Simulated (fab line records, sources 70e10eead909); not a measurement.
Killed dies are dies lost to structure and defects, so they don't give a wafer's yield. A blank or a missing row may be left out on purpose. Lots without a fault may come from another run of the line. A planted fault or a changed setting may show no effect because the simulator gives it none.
Which tool did it? | flow nand_harc | 11 lots, 33 wafers sampled, at 6 steps of a route of 1159

WHAT THE GAUGES READ, wafer by wafer
NHARC_A_BONDPAD_CD_MEAS_09: target cd 500 nm.
lot  | measured     | on        | cd_nm (nm)
L434 | day 18 08:58 | cd_sem-03 | 499.8 499.4 498.7
L435 | day 18 10:02 | cd_sem-01 | 498.2 498.6 499.8
L438 | day 18 21:29 | cd_sem-03 | 500.4 500.6 500.4
L441 | day 19 12:35 | cd_sem-01 | 499.3 500.5 500.0
L442 | day 20 09:35 | cd_sem-01 | 489.4 487.7 488.7 490.0 488.0 488.8
L444 | day 20 13:51 | cd_sem-01 | 491.1 491.7 491.8 490.7 491.3 491.9
L448 | day 21 05:01 | cd_sem-03 | 491.8 489.9 491.0 492.1 490.4 491.3
L452 | day 22 14:44 | cd_sem-03 | 501.2 501.3 499.4
L453 | day 23 02:41 | cd_sem-03 | 500.0 499.1 500.7
L456 | day 23 03:50 | cd_sem-02 | 498.8 497.8 500.6
L457 | day 23 12:20 | cd_sem-01 | 497.9 499.0 499.3

NHARC_END_SORT_01.
lot  | measured     | on        | defect_limited_yield (%) | killed_at_array | killed_at_other | killed_at_periphery | killed_dies | killed_open | killed_short | sort_bin_2_pct (%) | sort_bin_3_pct (%) | sort_bin_4_pct (%) | sort_n_pass | sort_rim_yield_pct (%) | sort_yield_pct (%)
L442 | day 22 00:04 | prober-02 | 97.2 97.9 97.0           | 15 10 15        | 0 1 0           | 4 3 5               | 19 14 20    | 1 4 2       | 4 2 2        | 1.2 0.4 1.0        | 0.30 0 0           | 1.3 1.6 1.9        | 658 663 657 | 96.2 98.1 94.3         | 97.2 97.9 97.0
L444 | day 22 08:28 | prober-02 | 95.9 96.2 95.7           | 23 20 25        | 0 0 0           | 5 6 4               | 28 26 29    | 3 4 4       | 3 1 0        | 1.2 1.0 1.2        | 0.59 0.30 0        | 2.4 2.5 3.1        | 649 651 648 | 92.5 98.1 98.1         | 95.9 96.2 95.7
L448 | day 22 14:23 | prober-01 | 93.2                     | 43              | 0               | 3                   | 46          | 5           | 4            | 2.4                | 0.30               | 4.1                | 631         | 95.3                   | 93.2
L453 | day 24 08:07 | prober-02 | 94.4 93.6 93.4           | 34 39 40        | 3 1 1           | 1 3 4               | 38 43 45    | 5 6 8       | 2 4 1        | 0.9 2.2 2.2        | 0.59 0.44 0        | 4.1 3.7 4.4        | 639 634 632 | 91.5 93.4 96.2         | 94.4 93.6 93.4

WHICH TOOL RAN EACH LOT (tool, then ch and the chambers of the sampled wafers, then the start)
lot  | NHARC_A_M1_ETCH_28                            | NHARC_A_M1_PVD_20                       | NHARC_A_BONDPAD_EXPOSE_06         | NHARC_A_BONDPAD_DEGAS_25
L434 | rie_diel-02 ch 0,1,2, day 18 08:49 or earlier | pvd_sputter-03, day 18 08:49 or earlier | krf_scanner-03 ch 0, day 18 08:49 | pvd_sputter-01, day 18 10:07
L435 | rie_diel-02 ch 2,3, day 18 09:52 or earlier   | pvd_sputter-01, day 18 09:52 or earlier | krf_scanner-02 ch 0, day 18 09:52 | pvd_sputter-03, day 18 11:17
L438 | rie_diel-10 ch 0,2,3, day 18 21:20 or earlier | pvd_sputter-03, day 18 21:20 or earlier | krf_scanner-03 ch 0, day 18 21:20 | pvd_sputter-01, day 18 22:38
L441 | rie_diel-10 ch 1,2, day 19 12:26 or earlier   | pvd_sputter-02, day 19 12:26 or earlier | krf_scanner-04 ch 0, day 19 12:26 | pvd_sputter-02, day 19 13:46
L442 | rie_diel-02 ch 1,2,3, day 20 09:27 or earlier | pvd_sputter-02, day 20 09:27 or earlier | krf_scanner-03 ch 0, day 20 09:27 | pvd_sputter-01, day 20 23:25
L444 | rie_diel-10 ch 0,1, day 20 13:42 or earlier   | pvd_sputter-01, day 20 13:42 or earlier | krf_scanner-03 ch 0, day 20 13:42 | pvd_sputter-01, day 21 05:04
L448 | rie_diel-02 ch 0,2,3, day 21 04:52 or earlier | pvd_sputter-03, day 21 04:52 or earlier | krf_scanner-03 ch 0, day 21 04:52 | pvd_sputter-02, day 21 09:00
L452 | rie_diel-10 ch 0,1,3, day 22 14:35 or earlier | pvd_sputter-03, day 22 14:35 or earlier | krf_scanner-02 ch 0, day 22 14:35 | pvd_sputter-03, day 22 15:56
L453 | rie_diel-10 ch 0,1,2, day 23 02:32 or earlier | pvd_sputter-01, day 23 02:32 or earlier | krf_scanner-04 ch 0, day 23 02:32 | pvd_sputter-02, day 23 03:51
L456 | rie_diel-02 ch 1,3, day 23 03:41 or earlier   | pvd_sputter-01, day 23 03:41 or earlier | krf_scanner-04 ch 0, day 23 03:41 | pvd_sputter-02, day 23 04:59
L457 | rie_diel-05 ch 0,1,3, day 23 12:11 or earlier | pvd_sputter-02, day 23 12:11 or earlier | krf_scanner-04 ch 0, day 23 12:11 | pvd_sputter-01, day 23 13:33
- NHARC_A_M1_ETCH_28: etches the open film in CF4/N2, target depth 30 nm, time 72.99 s.
- NHARC_A_M1_PVD_20: deposits TaN, target thk 5 nm, time 8.06 s.
- NHARC_A_BONDPAD_EXPOSE_06: exposes mask A BPAD.
- NHARC_A_BONDPAD_DEGAS_25: time 60 s.

WHAT THE TOOLS THEMSELVES READ (means of the sampled wafers that have a number; where no wafer has one, the mark that the record gives instead)
NHARC_A_M1_ETCH_28.
lot  | tool        | drypump_motor_current_A (A) | oes_product_au (a.u.) | rf_vpp_V (V) | showerhead_plenum_p_Torr (Torr) | throttle_valve_pct (%)
L434 | rie_diel-02 | 5.7                         | 1.006                 | 315.1        | 2.64                            | 19.788
L435 | rie_diel-02 | 5.4                         | 1.002                 | 312.4        | 2.55                            | 19.798
L438 | rie_diel-10 | 5.5                         | 0.996                 | 312.7        | 2.54                            | 19.787
L441 | rie_diel-10 | 5.1                         | 1.005                 | 310.5        | 2.48                            | 19.792
L442 | rie_diel-02 | 5.6                         | 1.000                 | 313.8        | 2.59                            | 19.801
L444 | rie_diel-10 | 5.0                         | 0.998                 | 312.8        | 2.55                            | 19.798
L448 | rie_diel-02 | 5.6                         | 1.003                 | 313.7        | 2.59                            | 19.806
L452 | rie_diel-10 | 5.2                         | 1.001                 | 312.7        | 2.54                            | 19.791
L453 | rie_diel-10 | 5.3                         | 0.999                 | 313.1        | 2.54                            | 19.786
L456 | rie_diel-02 | 5.4                         | 1.000                 | 312.7        | 2.57                            | 19.789
L457 | rie_diel-05 | 5.9                         | 0.996                 | 314.4        | 2.64                            | 19.799

NHARC_A_M1_PVD_20.
lot  | tool           | substrate_temp_c (C) | throttle_valve_pct (%)
L434 | pvd_sputter-03 | 49.94                | 30.8
L435 | pvd_sputter-01 | 50.01                | 29.5
L438 | pvd_sputter-03 | 50.01                | 29.6
L441 | pvd_sputter-02 | 50.06                | 29.7
L442 | pvd_sputter-02 | 50.06                | 30.1
L444 | pvd_sputter-01 | 50.00                | 29.4
L448 | pvd_sputter-03 | 50.03                | 30.6
L452 | pvd_sputter-03 | 50.03                | 30.4
L453 | pvd_sputter-01 | 49.87                | 30.8
L456 | pvd_sputter-01 | 49.95                | 30.0
L457 | pvd_sputter-02 | 49.94                | 29.9

NHARC_A_BONDPAD_EXPOSE_06.
lot  | tool           | exposure_dose_mJ_cm2
L434 | krf_scanner-03 | 36.98
L435 | krf_scanner-02 | 36.97
L438 | krf_scanner-03 | 37.02
L441 | krf_scanner-04 | 37.03
L442 | krf_scanner-03 | 24.27
L444 | krf_scanner-03 | 26.83
L448 | krf_scanner-03 | 28.01
L452 | krf_scanner-02 | 36.97
L453 | krf_scanner-04 | 36.99
L456 | krf_scanner-04 | 37.03
L457 | krf_scanner-04 | 36.98

NHARC_A_BONDPAD_DEGAS_25.
lot  | tool           | heater_power_w (W)
L434 | pvd_sputter-01 | 483
L435 | pvd_sputter-03 | 467
L438 | pvd_sputter-01 | 461
L441 | pvd_sputter-02 | 466
L442 | pvd_sputter-01 | 487
L444 | pvd_sputter-01 | 454
L448 | pvd_sputter-02 | 527
L452 | pvd_sputter-03 | 504
L453 | pvd_sputter-02 | 516
L456 | pvd_sputter-02 | 527
L457 | pvd_sputter-01 | 484

THE ANSWER, worked out from the rows above alone
Rule: what is usual is taken from the lots themselves. Put in order of their means at a reading, lots are off if they are a third of the lots or fewer, leave a main group of 4 or more, and stand apart from it by a gap of 3 or more times the standard deviation of the main group's means; of several such gaps the widest counts. A main group whose means are all the same, to the digits that the tables above print for the reading, isn't used. A lot without any number at a reading at which 4 lots or more have one is off too. The other lots that the step has rows for count as sound. The gauges are gone through in route order, then the tools' own readings, and for those a lot's mean is taken as printed above. The first step at which some lot is off is used, and at that step the reading that is off furthest; a lot without a number counts as furthest.
Off: L442, L444, L448, at NHARC_A_BONDPAD_CD_MEAS_09 (cd_nm). The main group: mean 499.6 nm, standard deviation 0.68.
A tool fits if, at a process step before that reading, it ran every lot that is off, and no sound lot after the first of them. The gauges at NHARC_A_BONDPAD_CD_MEAS_09 aren't tried: what is off there is off at NHARC_A_BONDPAD_EXPOSE_06 too, on other tools, and a gauge's error can't cause that. NHARC_A_M1_ETCH_28 gives no start for some lots, so the hours and the order of its lots are those of NHARC_A_BONDPAD_EXPOSE_06. NHARC_A_M1_PVD_20 gives no start for some lots, so the hours and the order of its lots are those of NHARC_A_BONDPAD_EXPOSE_06. One fits: krf_scanner-03 at NHARC_A_BONDPAD_EXPOSE_06. Its last sound lot is L438 (day 18 21:20), its first lot that is off L442 (day 20 09:27): a fault that began between those two fits.
The tool's own readings at NHARC_A_BONDPAD_EXPOSE_06 bear it out: on the lots that are off they differ by more than 5 times the standard deviation of the sound lots' means. exposure_dose_mJ_cm2 reads 26.37 there against 37.00 on the sound lots.

WHAT THE SIMULATOR HAD PUT IN
Process parameter drift: krf_scanner-03, from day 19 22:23 on, at NHARC_A_BONDPAD_EXPOSE_06. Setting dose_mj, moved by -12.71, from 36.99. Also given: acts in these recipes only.
Lots struck among those shown: L442, L444, L448. The rule above found the same.
